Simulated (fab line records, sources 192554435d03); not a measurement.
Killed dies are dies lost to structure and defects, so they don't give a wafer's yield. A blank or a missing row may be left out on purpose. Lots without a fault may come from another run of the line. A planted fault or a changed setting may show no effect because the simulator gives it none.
Chamber matching | flow n5_finfet | N5_BEOL_M10_STRIP_67 on rie_diel-01: 4 sister chambers
The step strips in CF4. 8 wafers are shown with their chamber, then 7 later ones without.

WAFERS WITH THEIR CHAMBER
wafer  | chamber | drypump_motor_current_A (A) | showerhead_plenum_p_Torr (Torr)
L074.2 | 2       | 5.3                         | 1.84
L081.3 | 1       | 5.8                         | 1.74
L086.6 | 3       | 6.0                         | 1.81
L088.1 | 3       | 6.0                         | 1.80
L088.5 | 1       | 5.7                         | 1.74
L088.6 | 0       | 6.3                         | 1.81
L094.1 | 0       | 6.3                         | 1.81
L094.2 | 2       | 5.3                         | 1.83

WAFERS WITHOUT THEIR CHAMBER
wafer  | drypump_motor_current_A (A) | showerhead_plenum_p_Torr (Torr)
L094.3 | 5.7                         | 1.73
L094.4 | 6.0                         | 1.80
L094.5 | 6.3                         | 1.81
L094.6 | 5.7                         | 1.73
L096.4 | 5.7                         | 1.73
L096.5 | 5.7                         | 1.73
L096.6 | 6.3                         | 1.81

WHICH CHAMBER EACH WENT THROUGH
wafer  | from the rows above | in truth
L094.3 | 1                   | 1
L094.4 | 3                   | 3
L094.5 | 0                   | 0
L094.6 | 1                   | 1
L096.4 | 1                   | 1
L096.5 | 1                   | 1
L096.6 | 0                   | 0
Placed correctly: 7 of 7. Can't be placed from these rows: 0. Placed wrongly: 0.
How it was worked out, from the rows above alone: a wafer's distance from a chamber is the root of the sum, over the readings, of the square of ((its reading less the chamber's mean) divided by the reading's scatter). The wafer belongs to the nearest chamber; if the next one is less than 2 further off, it can't be placed. A chamber's mean is the mean of its shown wafers. The scatter: the root of (the sum of the squares of (reading less its chamber's mean) over the shown wafers, divided by (wafers less chambers)).
